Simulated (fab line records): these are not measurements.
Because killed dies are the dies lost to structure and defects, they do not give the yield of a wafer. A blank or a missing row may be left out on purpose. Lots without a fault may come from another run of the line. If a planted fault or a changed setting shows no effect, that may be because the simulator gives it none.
fab line records	flow n5Finfet
[record] lots = 7	wafers = 39
route steps=1938 shown DUMMY_GATE@243 GATE_CUT@469 MOL_CONTACT_COAG@608 BEOL_M0_SAQP@672 BEOL_M2@841 BEOL_M5@1112
startH: hours from the record's opening day to when the first of the lot's shown wafers began	waitH: hours from the lot's prior step to this one	" the same as in the row above	L1.1+2: a row that stands for several wafers	- no value, or no start was given	* or withheld: withheld	< > ~ a bound
route shown NAME@n: NAME is a module with steps in the file, n the number in the route of the first one	usual: mean/standard deviation of fault-free wafers	same: alike in all rows	chamber/n: place in a boat	sites: readings site by site	_std_site: their standard deviation	_edge_site: the outer-site mean with the inner-site mean subtracted	radiusMm: for every site, how far away it sits from the centre of the wafer	mask NAME#n: copy n	behind: the last tool/chamber to shape the wafer	hold: cause of the lot's hold/its duration in hours/its outcome	device: the n, p or np transistor that did not switch	end of line: the tests these same wafers got at the end of their route	a step with no rows: only its recipe	killed: at the first sort, the dies lost to defects and structure; wafer yield is something else	map: per-die view of a wafer (x killed, . not killed, _ where there is no die)
set.NAME: the setting as run; set.NAME@STEP: as run at that earlier step	model.NAME: the simulator's own value behind a step, which no gauge read
lots where settings were altered on purpose, with a table for each step and a row for each wafer
[[steps]]
[step N5_DUMMY_GATE_ETCH_31]
[recipe] chemistry = C4F6/O2	target = SiO2	maskMaterial = SOC	targetDepthA = 825	timeS = 27.5	ionEnergyEv = 250	pressureMtorr = 30	sourceW = 345	biasW = 185	Ar_flow_sccm = 300	C4F6_flow_sccm = 10	O2_flow_sccm = 10
lot.wafer	tool	chamber	startH	waitH	set.targetDepthA	model.etch.depthNm	model.SOC_of_DUMMY_GATE_COAT_34.thkNm
L074.1	rieDiel-03	0	49.21	0.0	825	82.19	51.6
L074.2	"	1	"	"	825	81.32	51.6
L074.3	"	2	"	"	825	79.59	52
L074.4	"	3	"	"	825	82.54	52
L074.5	"	3	"	"	825	83.19	51.8
L074.6	"	2	"	"	825	79.17	52.2
L077.1	rieDiel-03	2	67.44	0.1	825	79.83	52.2
L077.2	"	1	"	"	825	80.45	52
L077.3	"	3	"	"	1222	123.6	48.2
L077.4	"	0	"	"	825	81.54	51.8
L077.5	"	3	"	"	1222	122.7	48
L077.6	"	0	"	"	1222	120.6	47.8
L079.2	rieDiel-03	0	76.71	0.0	825	82.29	51.8
L079.4	"	3	"	"	825	83.2	51.8
L079.6	"	1	"	"	825	81.36	52
L085.1	rieDiel-03	0	121.10	0.0	825	80.73	52
L085.2	"	3	"	"	519.9	52.19	54.8
L085.3	"	2	"	"	825	78.91	52.2
L085.4	"	1	"	"	519.9	50.32	55
L085.5	"	1	"	"	825	80.5	52
L085.6	"	2	"	"	519.9	49.9	55
L090.1	rieDiel-03	3	141.37	0.1	825	83.89	51.8
L090.2	"	0	"	"	999.9	98.86	50
L090.3	"	1	"	"	999.9	98.1	50.2
L090.4	"	3	"	"	825	83.38	51.8
L090.5	"	1	"	"	999.9	97.68	50.4
L090.6	"	0	"	"	825	82.52	51.4
L091.1	rieDiel-06	2	147.47	0.0	643.5	65.48	53.8
L091.2	"	3	"	"	643.5	66.73	53.6
L091.3	"	0	"	"	825	84.28	52
L091.4	"	1	"	"	643.5	65.39	53.8
L091.5	"	2	"	"	825	83.05	52
L091.6	"	3	"	"	825	85.82	51.8
L093.1	rieDiel-06	3	161.33	0.0	825	84.49	51.4
L093.2	"	1	"	"	518.4	51.65	54.8
L093.3	"	2	"	"	825	83.05	51.8
L093.4	"	0	"	"	518.4	52.72	54.8
L093.5	"	2	"	"	825	82.22	51.6
L093.6	"	1	"	"	518.4	51.48	54.8
[step N5_DUMMY_GATE_STRIP_41]
[recipe] chemistry = O2	powerW = 400	tempC = 40	pressureMtorr = 30	rfFrequencyHz = 6e+07	biasPowerW = 0	overashFraction = 0.3	o2FlowSccm = 225
[step N5_DUMMY_GATE_HM_OPEN_21]
[recipe] chemistry = CH3F/O2	target = SiNx	targetDepthA = 1200	Ar_flow_sccm = 150	CH3F_flow_sccm = 30	O2_flow_sccm = 23	timeS = 171.4	pressureMtorr = 30	sourceW = 395	biasW = 73	ionEnergyEv = 120.7
[step N5_DUMMY_GATE_ETCH_32]
[recipe] chemistry = CF4	target = SiO2	targetDepthA = 35	timeS = 3.9	ionEnergyEv = 350	pressureMtorr = 10	icpW = 800	biasW = 400	cf4FlowSccm = 80
[step N5_DUMMY_GATE_ETCH_23]
[recipe] chemistry = HBr/Cl2/O2	HBr_flow_sccm = 150	Cl2_flow_sccm = 80	O2_flow_sccm = 12	biasW = 102	targetDepthA = 410	timeS = 22.3	target = poly-Si	maskMaterial = SiO2	pressureMtorr = 10	icpW = 800
[step N5_DUMMY_GATE_ETCH_44]
[recipe] chemistry = HBr/O2	overEtchFrac = 0.7	targetDepthA = 1275	stopOn = SiO2	ionEnergyEv = 60	biasW = 20	target = poly-Si	maskMaterial = SiO2	pressureMtorr = 20	icpW = 400	HBr_flow_sccm = 120	O2_flow_sccm = 10
[usual] oesProductAu = 0.722/0.012
lot.wafer	tool	chamber	startH	waitH	set.targetDepthA@DUMMY_GATE_ETCH_31	oesProductAu
L074.1	rieSi-01	0	49.55	0.0	825	0.732
L074.2	"	2	"	"	825	0.701
L074.3	"	1	"	"	825	0.726
L074.4	"	3	"	"	825	0.717
L074.5	"	2	"	"	825	0.708
L074.6	"	1	"	"	825	0.722
L077.1	rieSi-06	0	67.79	0.0	825	0.715
L077.2	"	3	"	"	825	0.714
L077.3	"	1	"	"	1222	0.737
L077.4	"	0	"	"	825	0.711
L077.5	"	1	"	"	1222	0.716
L077.6	"	3	"	"	1222	0.726
L079.2	rieSi-04	0	77.04	0.0	825	0.725
L079.4	"	2	"	"	825	0.733
L079.6	"	0	"	"	825	0.732
L085.1	rieSi-01	0	121.44	0.0	825	0.725
L085.2	"	2	"	"	519.9	0.359
L085.3	"	3	"	"	825	0.718
L085.4	"	1	"	"	519.9	0.372
L085.5	"	0	"	"	825	0.726
L085.6	"	1	"	"	519.9	0.365
L090.1	rieSi-04	2	141.70	0.0	825	0.739
L090.2	"	0	"	"	999.9	0.719
L090.3	"	3	"	"	999.9	0.720
L090.4	"	1	"	"	825	0.711
L090.5	"	3	"	"	999.9	0.720
L090.6	"	2	"	"	825	0.749
L091.1	rieSi-01	3	147.81	0.0	643.5	0.722
L091.2	"	1	"	"	643.5	0.718
L091.3	"	0	"	"	825	0.745
L091.4	"	2	"	"	643.5	0.699
L091.5	"	1	"	"	825	0.716
L091.6	"	2	"	"	825	0.709
L093.1	rieSi-04	1	161.67	0.0	825	0.718
L093.2	"	2	"	"	518.4	0.375
L093.3	"	0	"	"	825	0.727
L093.4	"	3	"	"	518.4	0.368
L093.5	"	2	"	"	825	0.741
L093.6	"	3	"	"	518.4	0.367
[step N5_GATE_CUT_ETCH_58]
[recipe] chemistry = CH3F/O2	target = SiNx	targetDepthA = 170	timeS = 128.6	ionEnergyEv = 50	pressureMtorr = 30	sourceW = 415	biasW = 21	Ar_flow_sccm = 150	CH3F_flow_sccm = 30	O2_flow_sccm = 20
lot.wafer	tool	chamber	startH	waitH	set.targetDepthA	model.etch.depthNm	model.SiNx_of_SDB_ALD_29.thkNm
L074.1	rieDiel-01	0	84.04	0.1	170	16.5	24.6
L074.2	"	2	"	"	170	16.66	24.6
L074.3	"	1	"	"	141.7	14.36	25
L074.4	"	3	"	"	170	17.03	24.6
L074.5	"	3	"	"	141.7	14.28	25
L074.6	"	2	"	"	141.7	13.96	25.2
L077.1	rieDiel-03	1	104.41	0.1	205.6	20.01	24.4
L077.2	"	0	"	"	170	16.88	24.6
L077.3	"	3	"	"	170	17.32	24.2
L077.4	"	2	"	"	205.6	20.12	24.2
L077.5	"	3	"	"	170	17.27	24.8
L077.6	"	0	"	"	205.6	20.38	24
L079.2	rieDiel-03	2	111.59	0.0	170	16.66	24.8
L079.4	"	1	"	"	170	16.55	24.6
L079.6	"	2	"	"	170	16.51	24.4
L085.1	rieDiel-06	0	155.10	0.1	170	17.14	24.8
L085.2	"	3	"	"	119	12.2	25.4
L085.3	"	2	"	"	170	17.14	24.6
L085.4	"	3	"	"	119	12.29	25.4
L085.5	"	0	"	"	119	12.04	25.6
L085.6	"	2	"	"	170	17.21	24.6
L090.1	rieDiel-01	0	175.66	0.1	80.87	7.812	25.8
L090.2	"	2	"	"	170	16.52	24.6
L090.3	"	3	"	"	170	17.12	24.2
L090.4	"	1	"	"	80.87	8.222	26
L090.5	"	2	"	"	80.87	7.944	26
L090.6	"	1	"	"	170	17.07	24.6
L091.1	rieDiel-06	1	180.64	0.0	170	16.75	24.4
L091.2	"	0	"	"	170	17.15	24.6
L091.3	"	3	"	"	170	17.24	24.6
L091.4	"	2	"	"	98.27	9.993	25.4
L091.5	"	0	"	"	98.27	9.884	25.8
L091.6	"	1	"	"	98.27	9.785	25.8
L093.1+5	rieDiel-03	3	196.48	0.0	170	17.35	24.6
L093.2	"	2	"	"	170	16.67	24.8
L093.3	"	1	"	"	170	16.77	24.4
L093.4	"	0	"	"	170	16.89	24.4
L093.6	"	0	"	"	170	16.87	24.6
[step N5_MOL_CONTACT_COAG_ALD_133]
[recipe] material = SiO2	targetThkA = 50	tempC = 100	aldPrecursorFamily = BDEAS	aldCoReactant = O2-plasma	pulseTimeS = 1	coReactantPulseTimeS = 1	purgeTimeS = 2	coReactantPurgeTimeS = 2	aldCycles = 35	pressureTorr = 2
lot.wafer	tool	chamber	startH	waitH	set.aldCycles	model.SiO2_of_MOL_CONTACT_COAG_ALD_133.thkNm
L074.1+2+3+4+5+6	aldSin-03	0,1,2,3,2,1	106.42	0.1	35	5
L077.1	aldSin-04	3	124.05	0.1	47	6.6
L077.2+5+6	"	2,0,1	"	"	35	5
L077.3+4	"	1,0	"	"	47	6.8
L079.2+4+6	aldSin-01	2,1,1	132.17	0.3	35	5
L085.1+2+3+4+5+6	aldSin-01	1,3,2,0,0,1	174.67	0.1	35	5
L090.1+2+3	aldSin-04	0,3,2	196.96	0.2	52	7.4
L090.4+5+6	"	0,3,2	"	"	35	5
L091.1+3+5	aldSin-01	3,2,1	199.74	0.1	35	5
L091.2+4+6	"	0,1,2	"	"	27	3.8
L093.1+5+6	aldSin-03	2,2,1	216.31	0.1	23	3.4
L093.2+3+4	"	3,0,1	"	"	35	5
[step N5_BEOL_M0_SAQP_ETCH_106]
[recipe] chemistry = N2/H2	target = SOC	targetDepthA = 1500	stopOn = SiNx	ionEnergyEv = 100	biasW = 61	pressureMtorr = 30	sourceW = 850	n2FlowSccm = 200	h2FlowSccm = 200
lot.wafer	tool	chamber	startH	waitH	set.targetDepthA	model.SOC_of_BEOL_M0_SAQP_COAT_105.thkNm
L074.1+4	rieDiel-06	3,0	116.66	-	1128	40.8
L074.2	"	2	"	"	1500	22.2
L074.3	"	1	"	"	1500	25.8
L074.5	"	2	"	"	1128	41.2
L074.6	"	1	"	"	1500	26.2
L077.1	rieDiel-03	3	132.52	-	1908	0
L077.2	"	0	"	"	1500	24.6
L077.3	"	1	"	"	1908	4.8
L077.4	"	2	"	"	1500	27.8
L077.5	"	1	"	"	1908	3.6
L077.6	"	0	"	"	1500	24.8
L079.2	rieDiel-03	0	141.07	-	1500	25.2
L079.4	"	1	"	"	1500	25.4
L079.6	"	3	"	"	1500	22.2
L085.1	rieDiel-06	1	184.02	-	1500	26.4
L085.2+3+6	"	0,3,0	"	"	2340	0
L085.4	"	2	"	"	1500	24
L085.5	"	1	"	"	1500	26
L090.1	rieDiel-06	1	205.60	-	1500	26
L090.2	"	3	"	"	1500	20.6
L090.3+6	"	0	"	"	1500	21.2
L090.4	"	1	"	"	1500	26.2
L090.5	"	3	"	"	1500	20.4
L091.1	rieDiel-06	1	211.14	-	1500	26.4
L091.2	"	0	"	"	1500	21.6
L091.3+5	"	3	"	"	2027	0
L091.4	"	1	"	"	2027	1.2
L091.6	"	0	"	"	1500	21.8
L093.1	rieDiel-06	3	227.36	-	1500	21.4
L093.2	"	1	"	"	1500	26.6
L093.3+4+6	"	0,2,2	"	"	2292	0
L093.5	"	1	"	"	1500	27
[step N5_BEOL_M0_SAQP_ETCH_107]
[recipe] chemistry = CH3F/O2	target = SiNx	targetDepthA = 300	maskMaterial = SOC	pressureMtorr = 30	sourceW = 395	biasW = 73	Ar_flow_sccm = 150	CH3F_flow_sccm = 30	O2_flow_sccm = 20	ionEnergyEv = 120
lot.wafer	tool	chamber	startH	waitH	set.targetDepthA@BEOL_M0_SAQP_ETCH_106	model.SOC_of_BEOL_M0_SAQP_COAT_105.thkNm
L074.1+4	rieDiel-06	3,0	116.72	0.0	1128	29.6
L074.2	"	2	"	"	1500	11.2
L074.3	"	1	"	"	1500	14.8
L074.5	"	2	"	"	1128	30.2
L074.6	"	1	"	"	1500	15.2
L077.1+3+5	rieDiel-03	3,1,1	132.58	0.0	1908	0
L077.2	"	0	"	"	1500	13.6
L077.4	"	2	"	"	1500	17
L077.6	"	0	"	"	1500	14
L079.2	rieDiel-03	0	141.13	0.0	1500	14.4
L079.4	"	1	"	"	1500	14.8
L079.6	"	3	"	"	1500	11
L085.1	rieDiel-06	1	184.08	0.0	1500	15.4
L085.2+3+6	"	0,3,0	"	"	2340	0
L085.4	"	2	"	"	1500	13
L085.5	"	1	"	"	1500	15
L090.1	rieDiel-06	1	205.66	0.0	1500	15
L090.2	"	3	"	"	1500	9.6
L090.3	"	0	"	"	1500	10.2
L090.4	"	1	"	"	1500	15.4
L090.5	"	3	"	"	1500	9.4
L090.6	"	0	"	"	1500	10
L091.1	rieDiel-06	1	211.20	0.0	1500	15.4
L091.2	"	0	"	"	1500	10.4
L091.3+4+5	"	3,1,3	"	"	2027	0
L091.6	"	0	"	"	1500	10.6
L093.1	rieDiel-06	3	227.42	0.0	1500	10.2
L093.2	"	1	"	"	1500	15.6
L093.3+4+6	"	0,2,2	"	"	2292	0
L093.5	"	1	"	"	1500	15.8
[step N5_BEOL_M2_ILD_DEP_00]
[recipe] material = SiOC	targetThkA = 790	tempC = 350	precursor = DEMS/O2	pressureTorr = 5	rfW = 500	timeS = 15.3
lot.wafer	tool	chamber	startH	waitH	set.timeS	model.SiOC_of_BEOL_M2_ILD_DEP_00.thkNm
L074.1	pecvd-04	2	136.27	0.0	20.83	107
L074.2	"	1	"	"	15.3	80
L074.3	"	0	"	"	20.83	107.4
L074.4	"	2	"	"	20.83	108.8
L074.5	"	1	"	"	15.3	81.2
L074.6	"	0	"	"	15.3	81.4
L077.1	pecvd-04	0	150.62	0.0	15.3	80
L077.2	"	1	"	"	19.79	101.6
L077.3	"	2	"	"	19.79	101
L077.4	"	1	"	"	19.79	104
L077.5	"	0	"	"	15.3	80.2
L077.6	"	2	"	"	15.3	79.2
L079.2	pecvd-04	1	158.42	0.0	15.3	80
L079.4	"	1	"	"	15.3	79.8
L079.6	"	0	"	"	15.3	80.6
L085.1	pecvd-01	0	204.02	0.0	15.3	78.6
L085.2	"	1	"	"	15.3	76.4
L085.3	"	2	"	"	15.3	78
L085.4	"	1	"	"	15.3	77.2
L085.5	"	0	"	"	15.3	79.2
L085.6	"	2	"	"	15.3	79.4
L091.1	pecvd-03	0	228.58	0.0	15.3	79
L091.2	"	1	"	"	7.383	38.4
L091.3	"	0	"	"	7.383	39
L091.4	"	1	"	"	7.383	38.2
L091.5	"	0	"	"	15.3	81.2
L091.6	"	1	"	"	15.3	78.4
L090.1	pecvd-03	1	229.29	0.0	21.08	106.2
L090.2	"	0	"	"	15.3	77.6
L090.3	"	0	"	"	21.08	108.4
L090.4	"	1	"	"	15.3	78.6
L090.5	"	1	"	"	15.3	78.8
L090.6	"	0	"	"	21.08	109.6
L093.1	pecvd-04	2	244.79	0.0	15.3	77.6
L093.2	"	1	"	"	15.3	78.2
L093.3	"	0	"	"	15.3	78
L093.4	"	0	"	"	15.3	79
L093.5	"	1	"	"	15.3	79.8
L093.6	"	2	"	"	15.3	79.6
[step N5_BEOL_M2_THK_MEAS_01]
[recipe] reads = SiOC_of_BEOL_M2_ILD_DEP_00
[usual] M2_ILD_THK = 79.1/1.1
lot.wafer	tool	chamber	startH	waitH	set.timeS@BEOL_M2_ILD_DEP_00	M2_ILD_THK[nm]
L074.1	filmMetro-01	-	136.34	0.0	20.83	107.0
L074.2	"	-	"	"	15.3	80.0
L074.3	"	-	"	"	20.83	107.5
L074.4	"	-	"	"	20.83	108.9
L074.5	"	-	"	"	15.3	81.2
L074.6	"	-	"	"	15.3	81.5
L077.1	filmMetro-01	-	150.69	0.0	15.3	80.0
L077.2	"	-	"	"	19.79	101.6
L077.3	"	-	"	"	19.79	101.1
L077.4	"	-	"	"	19.79	104.0
L077.5	"	-	"	"	15.3	80.3
L077.6	"	-	"	"	15.3	79.2
L079.2	filmMetro-02	-	158.48	0.1	15.3	80.0
L079.4	"	-	"	"	15.3	79.8
L079.6	"	-	"	"	15.3	80.6
L085.1	filmMetro-01	-	204.09	0.0	15.3	78.6
L085.2	"	-	"	"	15.3	76.5
L085.3	"	-	"	"	15.3	77.9
L085.4	"	-	"	"	15.3	77.2
L085.5	"	-	"	"	15.3	79.1
L085.6	"	-	"	"	15.3	79.5
L091.1	filmMetro-01	-	228.66	0.1	15.3	78.9
L091.2	"	-	"	"	7.383	38.4
L091.3	"	-	"	"	7.383	39.0
L091.4	"	-	"	"	7.383	38.3
L091.5	"	-	"	"	15.3	81.2
L091.6	"	-	"	"	15.3	78.4
L090.1	filmMetro-01	-	229.37	0.1	21.08	106.1
L090.2	"	-	"	"	15.3	77.6
L090.3	"	-	"	"	21.08	108.4
L090.4	"	-	"	"	15.3	78.5
L090.5	"	-	"	"	15.3	78.8
L090.6	"	-	"	"	21.08	109.6
L093.1	filmMetro-02	-	244.86	0.0	15.3	77.6
L093.2	"	-	"	"	15.3	78.2
L093.3	"	-	"	"	15.3	77.9
L093.4	"	-	"	"	15.3	78.9
L093.5	"	-	"	"	15.3	79.7
L093.6	"	-	"	"	15.3	79.6
[step N5_BEOL_M5_ILD_DEP_00]
[recipe] material = SiCOH_lowk	targetThkA = 1406.4	tempC = 300	precursor = DEMS/porogen	pressureTorr = 5	rfW = 500	timeS = 25.9
lot.wafer	tool	chamber	startH	waitH	set.targetThkA	model.SiCOH_lowk_of_BEOL_M5_ILD_DEP_00.thkNm
L074.1+3	pecvd-01	1,0	162.09	0.8	2103	208.2
L074.2	"	2	"	"	2103	208.6
L074.4	"	2	"	"	1406.4	139
L074.5	"	1	"	"	1406.4	142.4
L074.6	"	0	"	"	1406.4	140.4
L077.1	pecvd-02	1	180.56	0.8	984.6	99.6
L077.2	"	2	"	"	984.6	95.8
L077.3	"	0	"	"	1406.4	138
L077.4	"	1	"	"	1406.4	141.8
L077.5	"	2	"	"	1406.4	140
L077.6	"	0	"	"	984.6	98.4
L079.2	pecvd-01	1	196.71	0.7	1406.4	139
L079.4	"	1	"	"	1406.4	143.2
L079.6	"	0	"	"	1406.4	141.4
L085.1	pecvd-01	0	232.16	0.8	1406.4	138
L085.2	"	1	"	"	1968	196.6
L085.3	"	2	"	"	1968	194
L085.4	"	0	"	"	1968	199
L085.5	"	2	"	"	1406.4	140.8
L085.6	"	1	"	"	1406.4	142.8
L091.1	pecvd-03	2	271.97	0.8	1406.4	143
L091.2	"	0	"	"	1406.4	139.2
L091.3	"	1	"	"	1101	110.2
L091.4	"	1	"	"	1101	113.2
L091.5	"	2	"	"	1406.4	144
L091.6	"	0	"	"	1101	110
L090.1	pecvd-03	0	280.20	0.8	800.9	79
L090.2	"	1	"	"	800.9	80
L090.3	"	2	"	"	1406.4	140.4
L090.4	"	2	"	"	1406.4	143.6
L090.5	"	0	"	"	800.9	78.8
L090.6	"	1	"	"	1406.4	141.8
L093.1	pecvd-01	2	280.41	0.8	1665	164.2
L093.2	"	0	"	"	1665	165.4
L093.3	"	1	"	"	1406.4	139.4
L093.4	"	2	"	"	1406.4	140
L093.5	"	1	"	"	1406.4	141.2
L093.6	"	0	"	"	1665	167.6
[step N5_BEOL_M5_CURE_79]
[recipe] tempC = 385	timeS = 240	ambient = He/Ar	material = SiCOH_lowk
lot.wafer	tool	chamber	startH	waitH	set.targetThkA@BEOL_M5_ILD_DEP_00	model.SiCOH_lowk_of_BEOL_M5_ILD_DEP_00.thkNm
L074.1	uvCure-02	0	162.15	0.0	2103	179.8
L074.2	"	0	"	"	2103	180.2
L074.3	"	0	"	"	2103	180
L074.4	"	0	"	"	1406.4	119.6
L074.5	"	0	"	"	1406.4	122.6
L074.6	"	0	"	"	1406.4	120.8
L077.1	uvCure-02	1	180.62	0.0	984.6	85.6
L077.2	"	1	"	"	984.6	82.2
L077.3	"	1	"	"	1406.4	118.6
L077.4	"	1	"	"	1406.4	122
L077.5	"	1	"	"	1406.4	120.4
L077.6	"	1	"	"	984.6	84.4
L079.2	uvCure-03	2	196.85	0.1	1406.4	119.6
L079.4	"	2	"	"	1406.4	123.2
L079.6	"	2	"	"	1406.4	121.6
L085.1	uvCure-02	0	232.22	0.0	1406.4	118.8
L085.2	"	0	"	"	1968	169.8
L085.3	"	0	"	"	1968	167.4
L085.4	"	0	"	"	1968	171.8
L085.5	"	0	"	"	1406.4	121.2
L085.6	"	0	"	"	1406.4	122.8
L091.1	uvCure-02	1	272.22	0.2	1406.4	123
L091.2	"	1	"	"	1406.4	119.6
L091.3+6	"	1	"	"	1101	94.6
L091.4	"	1	"	"	1101	97.2
L091.5	"	1	"	"	1406.4	123.8
L090.1	uvCure-02	0	280.26	0.0	800.9	67.8
L090.2	"	0	"	"	800.9	68.6
L090.3	"	0	"	"	1406.4	120.8
L090.4	"	0	"	"	1406.4	123.6
L090.5	"	0	"	"	800.9	67.6
L090.6	"	0	"	"	1406.4	122
L093.1	uvCure-03	0	280.47	0.0	1665	141.4
L093.2	"	0	"	"	1665	142.4
L093.3	"	0	"	"	1406.4	119.8
L093.4	"	0	"	"	1406.4	120.4
L093.5	"	0	"	"	1406.4	121.4
L093.6	"	0	"	"	1665	144.4
[step N5_BEOL_M5_THK_MEAS_01]
[recipe] reads = SiCOH_lowk_of_BEOL_M5_ILD_DEP_00
[usual] M5_ILD_THK = 121.2/1.7
lot.wafer	tool	chamber	startH	waitH	set.targetThkA@BEOL_M5_ILD_DEP_00	M5_ILD_THK[nm]
L074.1	filmMetro-02	-	162.66	0.4	2103	179.7
L074.2	"	-	"	"	2103	180.2
L074.3	"	-	"	"	2103	179.9
L074.4	"	-	"	"	1406.4	119.4
L074.5	"	-	"	"	1406.4	122.5
L074.6	"	-	"	"	1406.4	120.7
L077.1	filmMetro-01	-	181.13	0.4	984.6	85.5
L077.2	"	-	"	"	984.6	82.2
L077.3	"	-	"	"	1406.4	118.8
L077.4	"	-	"	"	1406.4	121.9
L077.5	"	-	"	"	1406.4	120.4
L077.6	"	-	"	"	984.6	84.3
L079.2	filmMetro-02	-	197.28	0.4	1406.4	119.5
L079.4	"	-	"	"	1406.4	123.2
L079.6	"	-	"	"	1406.4	121.6
L085.1	filmMetro-02	-	233.22	0.8	1406.4	118.7
L085.2	"	-	"	"	1968	169.7
L085.3	"	-	"	"	1968	167.4
L085.4	"	-	"	"	1968	171.6
L085.5	"	-	"	"	1406.4	121.0
L085.6	"	-	"	"	1406.4	122.9
L091.1	filmMetro-02	-	272.73	0.4	1406.4	122.9
L091.2	"	-	"	"	1406.4	119.7
L091.3	"	-	"	"	1101	94.7
L091.4	"	-	"	"	1101	97.2
L091.5	"	-	"	"	1406.4	123.7
L091.6	"	-	"	"	1101	94.5
L090.1	filmMetro-01	-	280.77	0.4	800.9	67.8
L090.2	"	-	"	"	800.9	68.6
L090.3	"	-	"	"	1406.4	120.9
L090.4	"	-	"	"	1406.4	123.6
L090.5	"	-	"	"	800.9	67.5
L090.6	"	-	"	"	1406.4	121.9
L093.1	filmMetro-01	-	280.99	0.4	1665	141.5
L093.2	"	-	"	"	1665	142.5
L093.3	"	-	"	"	1406.4	119.9
L093.4	"	-	"	"	1406.4	120.5
L093.5	"	-	"	"	1406.4	121.5
L093.6	"	-	"	"	1665	144.6
[[key]]
[split] step = N5_DUMMY_GATE_ETCH_31	setting = targetDepthA	stated = 825	by = wafer
[response] step = N5_DUMMY_GATE_ETCH_31	reading = model.etch.depthNm	change = +0.83	per = 1%	r = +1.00
[response] step = N5_DUMMY_GATE_ETCH_31	reading = model.SOC_of_DUMMY_GATE_COAT_34.thkNm	change = -0.0814	per = 1%	r = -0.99
[response] step = N5_DUMMY_GATE_ETCH_44	reading = oesProductAu	shape = bent	atLowest = 0.370	atStated = 0.723	atHighest = 0.726
[split] step = N5_GATE_CUT_ETCH_58	setting = targetDepthA	stated = 170	by = wafer
[response] step = N5_GATE_CUT_ETCH_58	reading = model.etch.depthNm	change = +0.167	per = 1%	r = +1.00
[response] step = N5_GATE_CUT_ETCH_58	reading = model.SiNx_of_SDB_ALD_29.thkNm	change = -0.0266	per = 1%	r = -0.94
[split] step = N5_MOL_CONTACT_COAG_ALD_133	setting = aldCycles	stated = 35	by = wafer
[response] step = N5_MOL_CONTACT_COAG_ALD_133	reading = model.SiO2_of_MOL_CONTACT_COAG_ALD_133.thkNm	change = +0.0494	per = 1%	r = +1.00
[split] step = N5_BEOL_M0_SAQP_ETCH_106	setting = targetDepthA	stated = 1500	by = wafer
[response] step = N5_BEOL_M0_SAQP_ETCH_106	reading = model.SOC_of_BEOL_M0_SAQP_COAT_105.thkNm	change = -0.537	per = 1%	r = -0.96
[response] step = N5_BEOL_M0_SAQP_ETCH_107	reading = model.SOC_of_BEOL_M0_SAQP_COAT_105.thkNm	change = -0.326	per = 1%	r = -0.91
[split] step = N5_BEOL_M2_ILD_DEP_00	setting = timeS	stated = 15.3	by = wafer
[response] step = N5_BEOL_M2_ILD_DEP_00	reading = model.SiOC_of_BEOL_M2_ILD_DEP_00.thkNm	change = +0.777	per = 1%	r = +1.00
[response] step = N5_BEOL_M2_THK_MEAS_01	reading = M2_ILD_THK	change = +0.777	per = 1%	r = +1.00
[split] step = N5_BEOL_M5_ILD_DEP_00	setting = targetThkA	stated = 1406.4	by = wafer
[response] step = N5_BEOL_M5_ILD_DEP_00	reading = model.SiCOH_lowk_of_BEOL_M5_ILD_DEP_00.thkNm	change = +1.4	per = 1%	r = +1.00
[response] step = N5_BEOL_M5_CURE_79	reading = model.SiCOH_lowk_of_BEOL_M5_ILD_DEP_00.thkNm	change = +1.22	per = 1%	r = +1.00
[response] step = N5_BEOL_M5_THK_MEAS_01	reading = M5_ILD_THK	change = +1.22	per = 1%	r = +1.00
